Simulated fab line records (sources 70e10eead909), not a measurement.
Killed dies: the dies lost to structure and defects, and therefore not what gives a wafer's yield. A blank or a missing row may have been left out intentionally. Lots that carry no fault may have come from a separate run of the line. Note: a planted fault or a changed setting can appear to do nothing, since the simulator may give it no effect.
fab line records    flow nandHarc
record lots=6  wafers=18  lastDay=24
route steps=1159 shown A_BONDPAD@1065
lots with no fault: from the same line, run without faults
startH: hours from the record's first day to the start of the lot's first wafer shown    waitH: hours elapsed since this lot's preceding step    " same as the row above    L1.1+2: a row that stands for several wafers    - no value, or no start given    * or withheld: withheld    < > ~ a bound
route shown NAME@n: NAME is a module with steps in the file, n the number in the route of the first one    usual: the fault-free wafers' mean and standard deviation    same: alike in all rows    chamber/n: place in a boat    sites: per-site readings    _std_site: standard deviation of those values    _edge_site: inner sites' mean taken away from outer sites' mean    radiusMm: how far each site lies from the wafer's centre    mask NAME#n: copy n    behind: the most recent tool/chamber to have shaped the wafer    hold: why the lot went on hold/how many hours it stayed there/how the hold came to an end    device: the n, p or np transistor that did not switch    end of line: the same wafers' tests at the end of the route    for a step that has no rows: nothing shown but its recipe    killed: count of dies lost to structure and defects at first sort (not the wafer's yield)    map: the dies of a wafer, with x for killed, . for not killed, _ for no die there
set.NAME: setting as actually run; set.NAME@STEP: the setting as run at that earlier step    model.NAME: the simulator's own value behind a step, which no gauge read
lots at some steps of the route; a table a step, a row a wafer
services: the hour from which a tool's chamber was out of use, counted from the record's first day as startH (under 0 if before that day), plus the number of hours and why
## steps
# step NHARC_A_BONDPAD_COAT_33
# recipe tempC=200  timeS=65
# step NHARC_A_BONDPAD_COAT_03
# recipe spinRpm=2000  resistThkNm=600
# step NHARC_A_BONDPAD_SOFTBAKE_04
# recipe tempC=125  timeS=70
# step NHARC_A_BONDPAD_EBR_05
# step NHARC_A_BONDPAD_EXPOSE_06
# recipe na=0.55  doseMj=36.99  maskId=A_BPAD
# step NHARC_A_BONDPAD_PEB_07
# recipe pebTempC=128  pebTimeS=80
# step NHARC_A_BONDPAD_DEVELOP_08
# recipe timeS=50  devTempC=22
# step NHARC_A_BONDPAD_CD_MEAS_09
# recipe targetCdNm=500  landingEnergyEv=500
# usual cdNm=499.8/1.8
lot.wafer  tool      chamber  startH  waitH  cdNm
L581.1     cdSem-02  0        411.55  -      498.5
L581.5     "         0        "       "      497.4
L581.6     "         0        "       "      499.1
L586.3     cdSem-01  0        423.43  -      500.8
L586.4     "         0        "       "      500.2
L586.5     "         0        "       "      498.8
L584.2     cdSem-03  0        435.44  -      501.1
L584.3     "         0        "       "      499.2
L584.4     "         0        "       "      499.6
L593.2     cdSem-03  0        468.24  -      502.3
L593.3     "         0        "       "      502.8
L593.4     "         0        "       "      501.5
L602.3     cdSem-02  0        539.94  -      498.9
L602.5     "         0        "       "      500.1
L602.6     "         0        "       "      500.3
L604.3     cdSem-03  0        552.79  -      497.8
L604.5     "         0        "       "      503.4
L604.6     "         0        "       "      502.4
# step NHARC_A_BONDPAD_OVL_MEAS_35
# usual overlayXNm=0/5.6  overlayYNm=0/4.6
lot.wafer  tool        chamber  startH  waitH  overlayXNm  overlayYNm
L581.1     overlay-01  -        411.64  -      -4          4
L581.5     "           -        "       "      -4          3
L581.6     "           -        "       "      -4          3
L586.3     overlay-01  -        423.51  -      7           -2
L586.4     "           -        "       "      7           -3
L586.5     "           -        "       "      7           -3
L584.2     overlay-02  -        435.53  -      5           -7
L584.3     "           -        "       "      4           -6
L584.4     "           -        "       "      5           -7
L593.2     overlay-02  -        468.33  -      6           1
L593.3     "           -        "       "      7           1
L593.4     "           -        "       "      6           1
L602.3     overlay-02  -        540.02  -      10          -1
L602.5     "           -        "       "      11          -1
L602.6     "           -        "       "      10          0
L604.3     overlay-01  -        552.88  -      -5          -1
L604.5     "           -        "       "      -6          -1
L604.6     "           -        "       "      -5          -2
# step NHARC_A_BONDPAD_HARDBAKE_10
# recipe tempC=118  timeS=65
# step NHARC_A_BONDPAD_DESCUM_11
# recipe timeS=3  o2FlowSccm=200  arFlowSccm=0  biasPowerW=0  chemistry=O2
# usual drypumpMotorCurrentA=5.7/0.39  oesProductAu=1.003/0.0098  rfVppV=57.7/0.93  showerheadPlenumPTorr=1.88/0.098  throttleValvePct=11.310/0.01
lot.wafer  tool        chamber  startH  waitH  drypumpMotorCurrentA  oesProductAu  rfHoursCounterH  rfVppV  showerheadPlenumPTorr  throttleValvePct
L581.1     rieDiel-13  3        411.77  -      6.0                   0.998         21               57.4    1.96                   11.323
L581.6     "           3        "       "      6.0                   1.002         -                59.0    1.96                   11.312
L581.5     "           0        "       "      5.2                   0.995         -                57.2    1.81                   11.315
L586.4     rieDiel-11  3        423.66  -      6.1                   0.991         2                58.5    2.05                   11.312
L586.3     "           0        "       "      5.6                   0.988         1                57.5    1.78                   11.295
L586.5     "           2        "       "      5.6                   1.008         -                58.8    1.81                   11.303
L584.2     rieDiel-11  2        435.65  -      5.6                   1.013         2                56.0    1.81                   11.311
L584.3     "           0        "       "      5.6                   1.002         2                57.3    1.78                   11.318
L584.4     "           1        "       "      5.5                   1.004         2                56.4    1.93                   11.305
L593.4     rieDiel-11  3        468.45  -      6.1                   0.997         4                57.6    2.05                   11.315
L593.2     "           1        "       "      5.5                   1.008         3                58.4    1.93                   11.314
L593.3     "           2        "       "      5.6                   1.011         4                56.6    1.81                   11.318
L602.3     rieDiel-11  2        540.17  -      5.6                   1.011         6                56.2    1.81                   11.308
L602.6     "           3        "       "      6.1                   0.991         -                61.0    2.05                   11.326
L602.5     "           0        "       "      5.6                   1.012         -                57.4    1.78                   11.291
L604.3     rieDiel-11  3        553.02  -      6.1                   0.991         0                58.3    2.05                   11.298
L604.6     "           0        "       "      5.6                   0.991         -                56.2    1.78                   11.307
L604.5     "           1        "       "      5.5                   1.009         -                58.0    1.93                   11.298
# step NHARC_A_BONDPAD_ETCH_34
# recipe targetDepthA=600  overetchA=180  timeS=65.91  ionEnergyEv=200  n2FlowSccm=150  h2FlowSccm=150  arFlowSccm=0  rfW=400  biasW=150  chemistry=N2/H2
# usual drypumpMotorCurrentA=5.7/0.39  oesProductAu=1.002/0.01  rfVppV=430/3.3  runLengthS=87.2/0.41  showerheadPlenumPTorr=2.01/0.11  throttleValvePct=14.171/0.01
lot.wafer  tool        chamber  startH  waitH  drypumpMotorCurrentA  oesProductAu  rfHoursCounterH  rfVppV  runLengthS  showerheadPlenumPTorr  throttleValvePct
L581.1     rieDiel-13  2        411.85  0.1    6.0                   1.018         21               428     87.4        1.95                   14.171
L581.6     "           2        "       "      6.0                   1.018         -                428     87.2        1.95                   14.172
L581.5     "           3        "       "      6.0                   1.007         -                432     88.2        2.09                   14.166
L586.4     rieDiel-11  2        423.83  0.2    5.6                   1.008         2                426     87.6        1.93                   14.182
L586.3     "           3        "       "      6.1                   0.995         2                436     86.8        2.19                   14.157
L586.5     "           0        "       "      5.6                   0.993         -                427     86.8        1.90                   14.170
L584.3     rieDiel-11  3        435.74  0.1    6.1                   0.995         2                435     87.4        2.19                   14.179
L584.4     "           1        "       "      5.5                   1.005         2                431     87.2        2.06                   14.170
L584.2     "           2        "       "      5.6                   1.003         2                427     87.5        1.93                   14.162
L593.3     rieDiel-11  1        468.54  0.1    5.5                   0.998         3                431     87.8        2.05                   14.154
L593.2     "           2        "       "      5.6                   1.010         4                428     87.5        1.93                   14.176
L593.4     "           3        "       "      6.2                   0.995         4                436     87.0        2.19                   14.172
L602.3     rieDiel-11  1        540.25  0.1    5.5                   1.014         5                431     87.7        2.05                   14.177
L602.6     "           2        "       "      5.6                   1.012         -                427     87.6        1.92                   14.174
L602.5     "           3        "       "      6.1                   0.987         -                434     86.7        2.19                   14.187
L604.3     rieDiel-11  0        553.10  0.1    5.6                   1.000         0                426     87.4        1.89                   14.172
L604.6     "           2        "       "      5.5                   1.004         -                428     87.4        1.92                   14.179
L604.5     "           3        "       "      6.1                   1.017         -                435     87.0        2.19                   14.171
# step NHARC_A_BONDPAD_ETCH_12
# recipe targetDepthA=2200  timeS=110  chf3FlowSccm=50  o2FlowSccm=10  arFlowSccm=200  rfW=500  biasW=200  chemistry=CHF3/O2
# usual chf3FlowSccm=50.00/0.16  drypumpMotorCurrentA=5.7/0.38  oesProductAu=0.955/0.023  rfVppV=369.7/2.7  runLengthS=131.3/0.43  showerheadPlenumPTorr=2.36/0.12  throttleValvePct=20.573/0.0093
lot.wafer  tool        chamber  startH  waitH  chf3FlowSccm  drypumpMotorCurrentA  oesProductAu  rfHoursCounterH  rfVppV  runLengthS  showerheadPlenumPTorr  throttleValvePct
L581.1     rieDiel-13  3        411.95  -      49.69         6.0                   0.937         21               370.2   131.9       2.46                   20.569
L581.6     "           2        "       "      50.00         6.0                   0.936         -                368.7   131.2       2.31                   20.571
L581.5     "           3        "       "      49.96         5.9                   0.933         -                371.7   131.6       2.46                   20.568
L586.4     rieDiel-11  3        423.91  -      50.15         6.1                   0.943         2                373.9   130.7       2.56                   20.586
L586.3     "           1        "       "      49.68         5.5                   0.957         2                370.7   131.9       2.42                   20.569
L586.5     "           0        "       "      50.09         5.6                   0.953         -                367.3   131.1       2.24                   20.570
L584.4     rieDiel-11  0        435.83  -      50.14         5.6                   0.983         2                367.9   130.8       2.24                   20.581
L584.2     "           2        "       "      50.22         5.6                   0.972         2                366.6   131.7       2.28                   20.574
L584.3     "           3        "       "      50.22         6.1                   0.959         2                374.0   130.8       2.56                   20.574
L593.2     rieDiel-11  1        468.63  -      49.91         5.5                   0.923         3                371.8   131.6       2.42                   20.581
L593.4     "           2        "       "      49.96         5.6                   0.927         4                365.9   131.4       2.28                   20.567
L593.3     "           0        "       "      50.00         5.6                   0.921         3                367.6   131.2       2.24                   20.577
L602.3     rieDiel-11  1        540.32  -      50.00         5.5                   0.985         6                370.8   124.6       2.42                   20.572
L602.5     "           1        "       "      50.32         5.5                   0.983         -                371.2   131.7       2.42                   20.570
L602.6     "           2        "       "      50.05         5.6                   0.986         -                368.5   131.5       2.28                   20.589
L604.3     rieDiel-11  2        553.18  -      49.92         5.6                   0.977         0                367.3   124.8       2.28                   20.546
L604.6     "           2        "       "      50.17         5.6                   0.986         -                366.8   131.6       2.28                   20.578
L604.5     "           3        "       "      49.71         6.1                   0.987         -                372.6   131.0       2.56                   20.584
# step NHARC_A_BONDPAD_CD_MEAS_13
# usual cdNm=499.5/1.9
lot.wafer  tool      chamber  startH  waitH  cdNm
L581.1     cdSem-01  -        412.08  -      497.8
L581.5     "         -        "       "      496.4
L581.6     "         -        "       "      499.1
L586.3     cdSem-02  -        424.07  -      501.4
L586.4     "         -        "       "      499.9
L586.5     "         -        "       "      500.0
L584.2     cdSem-02  -        435.97  -      500.5
L584.3     "         -        "       "      499.5
L584.4     "         -        "       "      498.7
L593.2     cdSem-01  -        468.77  -      501.7
L593.3     "         -        "       "      502.1
L593.4     "         -        "       "      500.6
L602.3     cdSem-01  -        540.47  -      498.0
L602.5     "         -        "       "      499.5
L602.6     "         -        "       "      499.8
L604.3     cdSem-02  -        553.32  -      497.7
L604.5     "         -        "       "      502.4
L604.6     "         -        "       "      502.1
## services
tool        chamber  startH  hours  kind
rieDiel-11  0        400.13  -      clean
rieDiel-11  1        400.13  -      clean
rieDiel-11  2        400.13  -      clean
rieDiel-11  3        400.13  -      clean
rieDiel-13  2        401.11  8.7    repair
rieDiel-11  0        424.63  -      clean
rieDiel-11  1        424.63  -      clean
rieDiel-11  2        424.63  -      clean
rieDiel-11  3        424.63  -      clean
rieDiel-11  0        449.13  -      clean
rieDiel-11  1        449.13  -      clean
rieDiel-11  2        449.13  -      clean
rieDiel-11  3        449.13  -      clean
rieDiel-13  -        453.26  9.0    pm
rieDiel-11  1        457.94  9.7    repair
rieDiel-11  0        473.63  -      clean
rieDiel-11  1        473.63  -      clean
rieDiel-11  2        473.63  -      clean
rieDiel-11  3        473.63  -      clean
rieDiel-11  0        498.13  -      clean
rieDiel-11  1        498.13  -      clean
rieDiel-11  1        499.66  4.9    repair
rieDiel-11  -        543.63  9.0    pm
rieDiel-13  -        549.30  0.3    repair
## key
firstSign step=NHARC_A_BONDPAD_ETCH_12  reading=runLengthS  direction=down  sigmas=16  usual=*  struck=*
effect none on later readings
metAt NHARC_A_BONDPAD_ETCH_12
struckWafers L602.3,L604.3
sortLeftOut L602.3,L604.3
onsetBetween 468.63 540.32
fault kind=processParameterDrift  tool=rieDiel-11  chamber=-  onsetH=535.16  steps=NHARC_A_BONDPAD_ETCH_12  channel=timeS  offset=*  shape=step  endH=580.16  scope=struckWafersOnly  actsIn=*  stated=*
# sortLeftOut: the simulated sort isn't trusted on such a fault, so these wafers' sort isn't shown, and their yield isn't known
